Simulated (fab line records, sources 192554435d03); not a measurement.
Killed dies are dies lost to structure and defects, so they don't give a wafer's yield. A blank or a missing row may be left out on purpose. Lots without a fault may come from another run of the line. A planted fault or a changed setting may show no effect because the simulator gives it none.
fab line records | flow n5_finfet
record lots=6 wafers=18 last_day=16
route steps=1938 shown BEOL_M5@1128
lots that met no fault: from a run of the same line without faults
start_h: hours from the record's first day to the start of the lot's first wafer shown | wait_h: hours since the lot's step before | " the same as in the row above | L1.1+2: a row that stands for several wafers | - no value, or no start given | * or withheld: withheld | < > ~ a bound
route shown NAME@n: a module of which the file shows steps, and the number in the route of the first | usual: mean/standard deviation of fault-free wafers | same: alike in all rows | chamber/n: place in a boat | sites: the reading at each site | _std_site: their standard deviation | _edge_site: outer sites' mean less inner sites' | radius_mm: how far each site lies from the wafer's centre | mask NAME#n: copy n | behind: the tool/chamber that last shaped the wafer | hold: why the lot was held/for how many hours/how that ended | device: the transistor (n, p or np) that didn't switch | end of line: the same wafers' tests at the end of the route | a step without rows: its recipe alone | killed: dies lost to structure and defects at the first sort, not the wafer's yield | map: a wafer's dies, x killed, . not, _ none there
set.NAME: the setting as run; set.NAME@STEP: as run at that earlier step | model.NAME: the simulator's own value behind a step, which no gauge read
lots at some steps of the route; a table a step, a row a wafer
services: from which hour (start_h, from the record's first day; less than 0 if before it) a tool's chamber was out of use, for how many hours, and why
## steps
# step N5_BEOL_M5_INSPECT_13
# recipe mode=adi inspect_instrument=brightfield
# usual raw_defect_count=415/96
# columns lot.wafer tool chamber start_h wait_h raw_defect_count
L749.1 defect_inspect-01 - 182.37 0.1 330
L749.2 " - " " 438
L749.5 " - " " 325
L750.2 defect_inspect-01 - 192.36 0.0 322
L750.4 " - " " 369
L750.6 " - " " 271
L758.2 defect_inspect-02 - 235.75 0.0 336
L758.3 " - " " 312
L758.5 " - " " 393
L759.2 defect_inspect-01 - 246.84 0.0 421
L759.3 " - " " 285
L759.5 " - " " 401
L765.2 defect_inspect-02 - 274.11 0.0 430
L765.4 " - " " 487
L765.5 " - " " 307
L767.4 defect_inspect-02 - 288.92 0.0 384
L767.5 " - " " 401
L767.6 " - " " 347
# step N5_BEOL_M5_DESCUM_16
# recipe chemistry=O2 time_s=7 source_power_w=50 bias_power_w=20 pressure_mtorr=20 rf_frequency_hz=2.712e+07 temp_c=40 resist=CAR-EUV o2_flow_sccm=225
# usual drypump_motor_current_A=5.7/0.47 o2_flow_sccm=225.0/0.69 oes_product_au=0.80/0.081 rf_vpp_V=243.1/1.3 showerhead_plenum_p_Torr=2.09/0.062 throttle_valve_pct=20.46/0.22
# columns lot.wafer tool chamber start_h wait_h drypump_motor_current_A o2_flow_sccm oes_product_au rf_hours_counter_h rf_vpp_V showerhead_plenum_p_Torr throttle_valve_pct
L749.1 rie_diel-03 2 182.41 0.0 5.3 225.2 0.96 3 243.3 2.06 20.03
L749.2 " 1 " " 5.4 225.3 0.90 20 244.2 2.24 20.52
L749.5 " 3 " " 6.4 225.1 0.89 - 243.2 2.14 20.66
L750.2 rie_diel-03 0 192.51 0.1 5.1 224.5 0.72 201 244.7 2.07 20.44
L750.4 " 3 " " 6.3 225.9 0.89 53 244.9 2.14 20.66
L750.6 " 1 " " 5.4 224.1 0.89 - 245.4 2.24 20.52
L758.2 rie_diel-03 1 235.78 0.0 5.4 225.3 0.86 38 245.0 2.23 20.54
L758.3 " 3 " " 6.4 224.8 0.86 67 243.2 2.13 20.67
L758.5 " 2 " " 5.3 224.3 0.89 - 243.3 2.06 20.05
L759.2 rie_diel-04 2 247.40 0.6 5.7 225.5 0.67 246 241.8 1.99 21.01
L759.3 " 3 " " 5.2 226.0 0.84 59 243.1 2.06 20.56
L759.5 " 1 " " 5.2 224.8 0.70 - 241.9 2.06 20.39
L765.2 rie_diel-03 3 274.14 0.0 6.4 225.1 0.86 73 244.8 2.13 20.69
L765.4 " 1 " " 5.3 225.3 0.84 45 244.4 2.23 20.53
L765.5 " 3 " " 6.4 224.8 0.86 - 244.6 2.13 20.69
L767.4 rie_diel-06 0 288.97 0.0 5.2 225.4 0.78 - 241.9 2.01 20.24
L767.5 " 3 " " 6.2 222.4 0.84 - 241.1 2.11 20.30
L767.6 " 1 " " 5.7 225.6 0.73 - 243.0 2.07 20.66
# step N5_BEOL_M5_ETCH_72
# recipe chemistry=N2/H2 target=underlayer target_depth_a=65 mask_material=CAR-EUV time_s=5.2 ion_energy_ev=200 pressure_mtorr=30 source_w=840 bias_w=150 n2_flow_sccm=200 h2_flow_sccm=200 ends=cleared
# step N5_BEOL_M5_ETCH_61
# recipe chemistry=CF4 target=SiARC target_depth_a=156 mask_material=CAR-EUV time_s=26 ion_energy_ev=80 pressure_mtorr=40 source_w=545 bias_w=36 Ar_flow_sccm=100 cf4_flow_sccm=100 ends=cleared
# step N5_BEOL_M5_ETCH_62
# recipe chemistry=N2/H2 target=SOC target_depth_a=750 overetch_a=150 mask_material=SiARC temp_c=40 time_s=112.5 ion_energy_ev=200 pressure_mtorr=30 source_w=840 bias_w=150 n2_flow_sccm=200 h2_flow_sccm=200
# usual drypump_motor_current_A=5.7/0.47 oes_product_au=0.63/0.061 rf_vpp_V=523.8/2.1 showerhead_plenum_p_Torr=2.55/0.071 throttle_valve_pct=17.92/0.29
# columns lot.wafer tool chamber start_h wait_h drypump_motor_current_A oes_product_au rf_hours_counter_h rf_vpp_V showerhead_plenum_p_Torr throttle_valve_pct
L749.1 rie_diel-03 2 182.49 0.0 5.3 0.74 3 523.5 2.52 17.44
L749.2 " 1 " " 5.4 0.71 20 527.4 2.69 17.75
L749.5 " 3 " " 6.3 0.70 - 524.4 2.62 18.35
L750.2 rie_diel-03 0 192.59 0.0 5.1 0.57 201 522.7 2.54 18.03
L750.4 " 3 " " 6.4 0.69 53 525.6 2.62 18.36
L750.6 " 1 " " 5.4 0.71 - 528.9 2.69 17.79
L758.2 rie_diel-03 1 235.86 0.0 5.4 0.69 38 527.2 2.68 17.81
L758.3 " 3 " " 6.4 0.66 67 526.2 2.61 18.40
L758.5 " 2 " " 5.3 0.70 - 522.3 2.51 17.47
L759.2 rie_diel-04 2 247.48 0.0 5.7 0.54 247 520.9 2.42 18.48
L759.3 " 3 " " 5.2 0.67 59 520.9 2.48 17.82
L759.5 " 1 " " 5.2 0.56 - 522.9 2.50 17.80
L765.2 rie_diel-03 3 274.22 0.0 6.4 0.66 73 523.6 2.61 18.39
L765.4 " 1 " " 5.4 0.68 45 529.4 2.68 17.82
L765.5 " 3 " " 6.5 0.66 - 524.9 2.61 18.39
L767.4 rie_diel-06 0 289.09 0.1 5.2 0.62 - 521.8 2.44 17.56
L767.5 " 3 " " 6.2 0.65 - 524.5 2.58 17.83
L767.6 " 1 " " 5.7 0.56 - 522.8 2.52 18.10
# step N5_BEOL_M5_STRIP_63
# recipe chemistry=N2/H2 temp_c=40 n2_flow_sccm=200 h2_flow_sccm=200 rf_frequency_hz=6e+07
# step N5_BEOL_M5_STRIP_73
# recipe chemistry=N2/H2 temp_c=40 n2_flow_sccm=200 h2_flow_sccm=200 rf_frequency_hz=6e+07
# step N5_BEOL_M5_STRIP_64
# recipe chemistry=CF4 resist=SiARC power_w=300 bias_power_w=75 pressure_mtorr=50 cf4_flow_sccm=150 rf_frequency_hz=6e+07
# step N5_BEOL_M5_HM_OPEN_17
# recipe chemistry=Cl2/BCl3 target_depth_a=200 overetch_a=60 target=TiN mask_material=SOC ion_energy_ev=150 pressure_mtorr=10 icp_w=1000 bias_w=126 Cl2_flow_sccm=53.25 bcl3_flow_sccm=21.75 Ar_flow_sccm=25
# usual drypump_motor_current_A=5.8/0.62 he_backside_leak_sccm=3.39/0.21 oes_ar_750_au=0.82/0.11 oes_product_au=0.70/0.096 throttle_valve_pct=22.00/0.16
# columns lot.wafer tool chamber start_h wait_h drypump_motor_current_A he_backside_leak_sccm oes_ar_750_au oes_product_au rf_hours_counter_h throttle_valve_pct
L749.1 rie_metal-01 1 182.65 0.0 4.7 3.38 0.94 0.77 8 21.94
L749.2 " 0 " " 6.0 3.52 0.71 0.61 66 21.84
L749.5 " 1 " " 4.7 3.54 0.95 0.79 - 21.92
L750.2 rie_metal-01 1 192.76 0.0 4.7 3.46 0.94 0.77 9 21.94
L750.4 " 1 " " 4.7 3.38 0.94 0.80 - 21.94
L750.6 " 0 " " 6.0 3.51 0.70 0.61 - 21.84
L758.2 rie_metal-03 1 236.04 0.0 5.4 2.98 0.92 0.80 5 21.91
L758.3 " 0 " " 5.8 3.56 0.96 0.82 - 22.43
L758.5 " 1 " " 5.4 3.09 0.92 0.81 - 21.89
L759.2 rie_metal-02 1 247.64 0.0 6.5 3.52 0.68 0.57 84 21.92
L759.3 " 1 " " 6.6 3.71 0.68 0.56 - 21.95
L759.5 " 0 " " 6.0 2.96 0.91 0.77 - 22.14
L765.2 rie_metal-03 1 274.39 0.0 5.4 3.05 0.89 0.77 10 21.91
L765.4 " 1 " " 5.4 3.00 0.89 0.78 - 21.90
L765.5 " 1 " " 5.4 3.05 0.88 0.78 - 21.91
L767.4 rie_metal-02 1 289.23 0.1 6.6 3.65 0.67 0.56 - 21.93
L767.5 " 1 " " 6.6 3.63 0.68 0.56 - 21.97
L767.6 " 0 " " 6.0 3.17 0.89 0.75 - 22.15
# step N5_BEOL_M5_STRIP_19
# recipe chemistry=O2 power_w=400 temp_c=40 pressure_mtorr=30 rf_frequency_hz=6e+07 bias_power_w=0 overash_fraction=0.2 o2_flow_sccm=225
# usual drypump_motor_current_A=5.6/0.43 o2_flow_sccm=225.1/0.65 oes_product_au=0.80/0.089 rf_vpp_V=3.7/0.46 showerhead_plenum_p_Torr=2.10/0.07 throttle_valve_pct=16.75/0.22
# columns lot.wafer tool chamber start_h wait_h drypump_motor_current_A o2_flow_sccm oes_product_au rf_hours_counter_h rf_vpp_V showerhead_plenum_p_Torr throttle_valve_pct
L749.1 rie_diel-03 2 182.77 0.1 5.3 226.1 0.97 3 4.1 2.07 16.26
L749.2 " 1 " " 5.4 223.8 0.90 20 3.5 2.24 16.72
L749.5 " 0 " " 5.1 225.0 0.72 - 3.6 2.07 16.72
L750.2 rie_diel-06 1 192.90 0.1 5.7 225.4 0.75 176 3.7 2.08 16.86
L750.4 " 2 " " 6.0 224.5 0.69 222 4.3 2.06 16.85
L750.6 " 1 " " 5.7 224.7 0.75 - 3.5 2.08 16.87
L758.2 rie_diel-04 3 236.15 0.1 5.2 224.3 0.84 54 4.4 2.06 16.72
L758.3 " 2 " " 5.7 225.0 0.68 242 4.1 2.00 17.19
L758.5 " 1 " " 5.2 224.1 0.70 - 3.7 2.07 16.69
L759.2 rie_diel-06 2 247.94 0.3 6.1 225.5 0.67 241 3.7 2.06 16.87
L759.3 " 3 " " 6.2 225.4 0.85 57 3.6 2.12 16.49
L759.5 " 0 " " 5.2 224.3 0.80 - 4.1 2.02 16.51
L765.2 rie_diel-03 1 274.50 0.1 5.4 224.5 0.84 45 4.3 2.23 16.74
L765.4 " 2 " " 5.3 224.8 0.87 27 3.1 2.06 16.30
L765.5 " 1 " " 5.4 224.0 0.83 - 4.2 2.23 16.77
L767.4 rie_diel-04 2 289.47 0.2 5.7 225.3 0.96 8 4.3 2.26 16.80
L767.5 " 3 " " 5.2 224.1 0.82 - 3.5 2.05 16.74
L767.6 " 0 " " 5.9 225.9 0.70 - 3.6 2.09 17.10
# step N5_BEOL_M5_CD_MEAS_18
# recipe pitch_nm=56 target_cd_nm=28
# usual cd_nm=28.1/0.46
# columns lot.wafer tool chamber start_h wait_h cd_nm
L749.1 cd_sem-01 - 182.84 0.0 28.3
L749.2 " - " " 28.1
L749.5 " - " " 27.8
L750.2 cd_sem-03 - 192.97 0.1 28.6
L750.4 " - " " 27.9
L750.6 " - " " 28.4
L758.2 cd_sem-01 - 236.22 0.1 27.9
L758.3 " - " " 27.5
L758.5 " - " " 28.2
L759.2 cd_sem-02 - 248.02 0.1 27.9
L759.3 " - " " 27.9
L759.5 " - " " 28.9
L765.2 cd_sem-01 - 274.57 0.1 27.7
L765.4 " - " " 28.3
L765.5 " - " " 27.8
L767.4 cd_sem-01 - 289.55 0.1 28.0
L767.5 " - " " 28.2
L767.6 " - " " 27.4
# step N5_BEOL_M5_COAT_65
# recipe resist=SOC temp_c=250 time_s=60 spin_rpm=1500 resist_thk_nm=60
# step N5_BEOL_M5_COAT_66
# recipe resist=SiARC temp_c=220 time_s=60 spin_rpm=1500 resist_thk_nm=12
# usual spin_speed_rpm=1500.1/0.86
# columns lot.wafer tool chamber start_h wait_h spin_speed_rpm
L749.1 litho_track-02 0 183.50 - 1501.2
L749.2 " 0 " " 1500.4
L749.5 " 0 " " 1498.5
L750.2 litho_track-05 0 193.10 - 1499.3
L750.4 " 0 " " 1497.8
L750.6 " 0 " " 1498.2
L758.2 litho_track-02 0 239.04 - 1442.9
L758.3 " 0 " " 1443.3
L758.5 " 0 " " 1444.3
L759.2 litho_track-02 0 248.26 - 1442.4
L759.3 " 0 " " 1443.2
L759.5 " 0 " " 1443.6
L765.2 litho_track-05 0 274.73 - 1500.1
L765.4 " 0 " " 1499.4
L765.5 " 0 " " 1499.5
L767.4 litho_track-05 0 291.88 - 1499.0
L767.5 " 0 " " 1500.2
L767.6 " 0 " " 1498.3
# step N5_BEOL_M5_COAT_74
# recipe resist=underlayer temp_c=205 time_s=60 spin_rpm=1500 resist_thk_nm=5
# step N5_BEOL_M5_COAT_22
# recipe resist=CAR-EUV spin_rpm=1500 resist_thk_nm=30
# step N5_BEOL_M5_EBR_24
# recipe solvent=PGMEA ebr_width_mm=1.5
# step N5_BEOL_M5_SOFTBAKE_23
# recipe temp_c=110 time_s=60 resist=CAR-EUV
# step N5_BEOL_M5_EXPOSE_25
# recipe mask_id=V4 na=0.33 source_shape=quasar sigma_inner=0.2 sigma_outer=0.6 polarization=unpolarized defocus_nm=10 dose_mj=52.75
# step N5_BEOL_M5_PEB_26
# recipe peb_temp_c=100 peb_time_s=60 resist=CAR-EUV
# step N5_BEOL_M5_DEVELOP_27
# recipe develop_time_s=30 developer=TMAH resist=CAR-EUV rinse_liquid=surfactant_rinse dry=air_spin dev_temp_c=23
# step N5_BEOL_M5_CD_MEAS_28
# recipe target_cd_nm=30.6 landing_energy_ev=500 detector=se_inlens target_cd_y_nm=20 polarity=opening
# usual cd_nm=30.60/0.27
# columns lot.wafer tool chamber start_h wait_h cd_nm
L749.1 cd_sem-02 0 183.90 - 30.62
L749.2 " 0 " " 30.61
L749.5 " 0 " " 30.47
L750.2 cd_sem-01 0 193.38 - 30.33
L750.4 " 0 " " 30.51
L750.6 " 0 " " 30.49
L758.2 cd_sem-02 0 239.44 - 30.63
L758.3 " 0 " " 30.77
L758.5 " 0 " " 30.33
L759.2 cd_sem-01 0 248.66 - 30.80
L759.3 " 0 " " 31.06
L759.5 " 0 " " 30.53
L765.2 cd_sem-02 0 275.06 - 30.46
L765.4 " 0 " " 30.95
L765.5 " 0 " " 30.67
L767.4 cd_sem-02 0 292.15 - 30.30
L767.5 " 0 " " 30.01
L767.6 " 0 " " 29.96
# step N5_BEOL_M5_OVL_MEAS_29
# recipe points_per_wafer=522
# usual V4_OVL=0.1/0.65
# columns lot.wafer tool chamber start_h wait_h V4_OVL[nm]
L749.1 overlay-02 0 183.93 0.0 -0.6
L749.2 " 0 " " -1.7
L749.5 " 0 " " -0.4
L750.2 overlay-02 0 193.41 0.0 0.1
L750.4 " 0 " " 0.1
L750.6 " 0 " " -0.6
L758.2 overlay-02 0 239.48 0.0 1.2
L758.3 " 0 " " 0.7
L758.5 " 0 " " 0.5
L759.2 overlay-01 0 248.70 0.0 0.1
L759.3 " 0 " " 0.0
L759.5 " 0 " " -0.5
L765.2 overlay-02 0 275.10 0.0 0.5
L765.4 " 0 " " -0.5
L765.5 " 0 " " -0.6
L767.4 overlay-02 0 292.20 0.0 0.7
L767.5 " 0 " " 0.6
L767.6 " 0 " " -0.4
# step N5_BEOL_M5_INSPECT_30
# recipe mode=adi inspect_instrument=brightfield
# usual raw_defect_count=411/93
# columns lot.wafer tool chamber start_h wait_h raw_defect_count
L749.1 defect_inspect-01 - 183.99 0.1 349
L749.2 " - " " 424
L749.5 " - " " 331
L750.2 defect_inspect-02 - 193.47 0.0 328
L750.4 " - " " 373
L750.6 " - " " 301
L758.2 defect_inspect-01 - 239.53 0.0 314
L758.3 " - " " 307
L758.5 " - " " 374
L759.2 defect_inspect-01 - 248.75 0.0 421
L759.3 " - " " 282
L759.5 " - " " 391
L765.2 defect_inspect-02 - 275.15 0.0 441
L765.4 " - " " 472
L765.5 " - " " 302
L767.4 defect_inspect-01 - 292.24 0.0 361
L767.5 " - " " 393
L767.6 " - " " 329
# step N5_BEOL_M5_DESCUM_33
# recipe chemistry=O2 time_s=7 source_power_w=50 bias_power_w=20 pressure_mtorr=20 rf_frequency_hz=2.712e+07 temp_c=40 resist=CAR-EUV o2_flow_sccm=225
# usual drypump_motor_current_A=5.7/0.45 o2_flow_sccm=225.0/0.69 oes_product_au=0.80/0.084 rf_vpp_V=243.3/1.2 showerhead_plenum_p_Torr=2.10/0.067 throttle_valve_pct=20.48/0.21
# columns lot.wafer tool chamber start_h wait_h drypump_motor_current_A o2_flow_sccm oes_product_au rf_hours_counter_h rf_vpp_V showerhead_plenum_p_Torr throttle_valve_pct
L749.1 rie_diel-03 0 184.48 0.5 5.1 225.2 0.73 198 244.4 2.07 20.44
L749.2 " 1 " " 5.4 224.6 0.90 21 245.7 2.24 20.52
L749.5 " 3 " " 6.4 224.9 0.89 - 243.2 2.14 20.67
L750.2 rie_diel-06 0 193.50 0.0 5.2 225.7 0.82 74 242.2 2.02 20.17
L750.4 " 3 " " 6.2 225.2 0.89 37 242.3 2.12 20.25
L750.6 " 2 " " 6.0 227.0 0.69 - 242.1 2.06 20.48
L758.2 rie_diel-04 0 239.87 0.3 5.9 226.3 0.71 199 243.6 2.09 20.80
L758.3 " 3 " " 5.1 224.4 0.85 55 241.7 2.06 20.56
L758.5 " 2 " " 5.7 225.6 0.69 - 240.8 1.99 21.00
L759.2 rie_diel-06 0 248.85 0.1 5.2 225.8 0.78 95 241.8 2.01 20.21
L759.3 " 3 " " 6.2 224.5 0.85 57 243.6 2.11 20.29
L759.5 " 2 " " 6.0 225.0 0.67 - 242.5 2.05 20.52
L765.2 rie_diel-04 3 275.31 0.2 5.2 224.9 0.82 72 242.6 2.05 20.58
L765.4 " 2 " " 5.7 224.4 0.98 3 245.6 2.25 20.71
L765.5 " 2 " " 5.7 225.3 0.98 - 244.8 2.25 20.70
L767.4 rie_diel-03 0 292.81 0.6 5.1 224.7 0.71 226 242.9 2.06 20.48
L767.5 " 3 " " 6.4 224.5 0.86 - 243.6 2.13 20.69
L767.6 " 0 " " 5.1 224.5 0.71 - 243.7 2.06 20.47
# step N5_BEOL_M5_ETCH_75
# recipe chemistry=N2/H2 target=underlayer target_depth_a=65 mask_material=CAR-EUV time_s=5.2 ion_energy_ev=200 pressure_mtorr=30 source_w=840 bias_w=150 n2_flow_sccm=200 h2_flow_sccm=200 ends=cleared
# step N5_BEOL_M5_ETCH_67
# recipe chemistry=CF4 target=SiARC target_depth_a=156 mask_material=CAR-EUV time_s=26 ion_energy_ev=80 pressure_mtorr=40 source_w=545 bias_w=36 Ar_flow_sccm=100 cf4_flow_sccm=100 ends=cleared
# usual drypump_motor_current_A=5.7/0.46 etch_rf_on_time_s=26.4/0.91 oes_product_au=0.67/0.073 rf_vpp_V=184.1/1.1 showerhead_plenum_p_Torr=2.14/0.06 throttle_valve_pct=15.67/0.2
# columns lot.wafer tool chamber start_h wait_h drypump_motor_current_A etch_rf_on_time_s oes_product_au rf_hours_counter_h rf_vpp_V showerhead_plenum_p_Torr throttle_valve_pct model.etch.depth_nm
L749.1 rie_diel-03 0 184.53 0.0 5.1 27.4 0.60 198 183.8 2.14 15.81 11.99
L749.2 " 1 " " 5.4 27.1 0.75 21 185.2 2.27 15.55 11.96
L749.5 " 3 " " 6.4 25.3 0.75 - 183.8 2.18 15.69 11.98
L750.2 rie_diel-06 0 193.55 0.0 5.2 28.0 0.68 74 182.1 2.09 15.47 12.01
L750.4 " 3 " " 6.2 26.2 0.74 37 184.9 2.19 15.43 12
L750.6 " 2 " " 6.1 26.5 0.59 - 183.2 2.11 15.84 11.97
L758.2 rie_diel-04 0 239.93 0.0 5.9 26.4 0.61 199 184.0 2.12 15.89 12.25
L758.3 " 3 " " 5.2 27.7 0.72 55 183.3 2.09 15.52 12.26
L758.5 " 2 " " 5.7 25.7 0.59 - 181.9 2.03 16.06 12.26
L759.2 rie_diel-06 0 248.91 0.0 5.2 29.0 0.66 95 184.0 2.08 15.53 12.28
L759.3 " 3 " " 6.2 26.8 0.72 57 184.2 2.18 15.48 12.28
L759.5 " 2 " " 6.0 27.0 0.58 - 184.2 2.10 15.88 12.28
L765.2 rie_diel-04 3 275.36 0.0 5.2 27.0 0.70 72 183.6 2.08 15.55 12.05
L765.4 " 2 " " 5.7 25.3 0.85 3 184.6 2.28 15.60 12.07
L765.5 " 2 " " 5.7 25.3 0.86 - 186.0 2.28 15.59 12.04
L767.4 rie_diel-03 0 292.86 0.0 5.1 27.4 0.59 226 182.1 2.13 15.88 11.99
L767.5 " 3 " " 6.4 24.9 0.74 - 184.4 2.17 15.74 11.97
L767.6 " 0 " " 5.1 27.4 0.59 - 184.4 2.14 15.88 11.96
# step N5_BEOL_M5_ETCH_68
# recipe chemistry=N2/H2 target=SOC target_depth_a=800 overetch_a=160 mask_material=SiARC temp_c=40 time_s=120 ion_energy_ev=200 pressure_mtorr=30 source_w=840 bias_w=150 n2_flow_sccm=200 h2_flow_sccm=200
## services
# columns tool chamber start_h hours kind
rie_diel-03 - 159.37 0.7 repair
rie_diel-03 2 161.15 - clean
rie_diel-03 2 161.15 - consumable_replace:focus_ring
rie_diel-03 2 161.15 13.2 scheduled_down
rie_diel-03 2 161.15 13.2 vent_cycle
rie_metal-02 0 164.01 - clean
rie_metal-02 0 164.01 22.8 scheduled_down
rie_metal-02 0 164.01 22.8 vent_cycle
rie_metal-03 1 182.16 - clean
rie_diel-04 - 188.17 14.6 pm
rie_metal-01 - 219.49 2.8 pm
rie_diel-03 - 239.00 15.6 pm
rie_diel-04 2 254.55 - clean
rie_diel-04 2 254.55 - consumable_replace:focus_ring
rie_diel-04 2 254.55 - consumable_replace:showerhead
rie_diel-04 2 254.55 11.3 scheduled_down
rie_diel-04 2 254.55 11.3 vent_cycle
rie_diel-06 0 267.66 4.5 repair
rie_metal-03 - 271.03 0.4 repair
rie_diel-06 2 272.21 - clean
rie_diel-06 2 272.21 - consumable_replace:focus_ring
rie_diel-06 2 272.21 23.9 scheduled_down
rie_diel-06 2 272.21 23.9 vent_cycle
rie_diel-04 3 278.44 4.5 repair
## key
first_sign step=N5_BEOL_M5_COAT_66 reading=spin_speed_rpm direction=down sigmas=66 usual=* struck=*
effect none on later readings
model_effect step=N5_BEOL_M5_ETCH_67 value=etch.depth_nm without=12.03 struck=12.27
met_at N5_BEOL_M5_COAT_66
struck_wafers L758.2,L758.3,L758.5,L759.2,L759.3,L759.5
rows_end L758.2,L758.3,L758.5
onset_between 183.50 239.04
fault kind=process_parameter_drift tool=litho_track-02 chamber=- onset_h=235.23 steps=N5_BEOL_M5_COAT_66 channel=spin_rpm offset=* shape=step acts_in=* stated=*
# rows_end: these wafers met a further fault down the route, and their rows from its step on are left out
